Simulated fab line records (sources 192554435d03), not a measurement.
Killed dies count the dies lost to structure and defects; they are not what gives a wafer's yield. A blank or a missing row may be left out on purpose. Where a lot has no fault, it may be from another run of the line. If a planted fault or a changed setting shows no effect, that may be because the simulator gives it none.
Matching of chambers + flow n5Finfet + N5_BEOL_M9_ILD_DEP_00 on pecvd-04 has 3 sister chambers
The step deposits SiCOH lowk from DEMS/porogen, target thk 308.51 nm, time 58 s. 18 wafers are shown with their chamber, then 9 later ones without.

EACH WAFER AND ITS CHAMBER
| wafer  | chamber | throttleValvePct (%) | heaterPowerW (W) | rfFwdPowerW (W) |
|--------|---------|----------------------|------------------|-----------------|
| L075.3 | 0       | 14.2                 | 294              | 501.0           |
| L075.4 | 0       | 14.2                 | 299              | 498.7           |
| L075.5 | 2       | 12.9                 | 376              | 496.9           |
| L077.1 | 1       | 13.7                 | 438              | 495.2           |
| L077.3 | 2       | 13.0                 | 335              | 497.3           |
| L077.5 | 2       | 12.6                 | 348              | 496.3           |
| L084.3 | 1       | 13.6                 | 419              | 496.0           |
| L084.5 | 1       | 13.7                 | 422              | 495.3           |
| L084.6 | 0       | 14.3                 | 291              | 497.3           |
| L085.2 | 2       | 12.8                 | 341              | 496.4           |
| L085.4 | 1       | 13.6                 | 444              | 498.1           |
| L085.6 | 0       | 14.6                 | 314              | 497.0           |
| L089.2 | 2       | 13.2                 | 403              | 495.9           |
| L089.3 | 1       | 13.6                 | 385              | 497.3           |
| L089.6 | 2       | 13.3                 | 408              | 496.8           |
| L093.1 | 1       | 13.4                 | 458              | 498.2           |
| L093.4 | 0       | 14.5                 | 252              | 498.4           |
| L093.5 | 2       | 13.3                 | 373              | 497.2           |

SIGNATURES (means of the wafers above)
| reading          | chamber 0 | chamber 1 | chamber 2 | scatter within a chamber |
|------------------|-----------|-----------|-----------|--------------------------|
| throttleValvePct | 14.360    | 13.600    | 13.014    | 0.203                    |
| heaterPowerW     | 290.00    | 427.67    | 369.14    | 26.4                     |
| rfFwdPowerW      | 498.480   | 496.683   | 496.686   | 1.18                     |
Rule: a wafer's distance from a chamber is the root of the sum, over the readings, of the square of ((its reading less the chamber's mean) divided by the reading's scatter). The wafer belongs to the nearest chamber; if the next one is less than 2 further off, it can't be placed. How the scatter is found: for the shown wafers, subtract from each reading the mean of its chamber, square and add these, divide the total by (wafers less chambers), then take the root.

WAFERS WHOSE CHAMBER IS MISSING
| wafer  | throttleValvePct (%) | heaterPowerW (W) | rfFwdPowerW (W) |
|--------|----------------------|------------------|-----------------|
| L094.2 | 14.3                 | 281              | 494.9           |
| L094.3 | 13.5                 | 429              | 496.4           |
| L094.4 | 14.3                 | 283              | 499.2           |
| L095.1 | 14.6                 | 280              | 500.0           |
| L095.3 | 13.5                 | 389              | 499.9           |
| L095.4 | 14.2                 | 287              | 497.4           |
| L096.2 | 13.4                 | 395              | 497.6           |
| L096.3 | 14.4                 | 297              | 495.8           |
| L096.6 | 14.2                 | 303              | 495.4           |

CHAMBER TAKEN BY EACH
| wafer  | from the rows above     | in truth |
|--------|-------------------------|----------|
| L094.2 | 0                       | 0        |
| L094.3 | 1                       | 1        |
| L094.4 | 0                       | 0        |
| L095.1 | 0                       | 0        |
| L095.3 | can't be placed: 1 or 2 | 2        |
| L095.4 | 0                       | 0        |
| L096.2 | can't be placed: 1 or 2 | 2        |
| L096.3 | 0                       | 0        |
| L096.6 | 0                       | 0        |
Correctly placed: 7 of 9. Cannot be placed on the basis of these rows: 2; the candidates contain the true chamber in 2. Wrongly placed: 0.
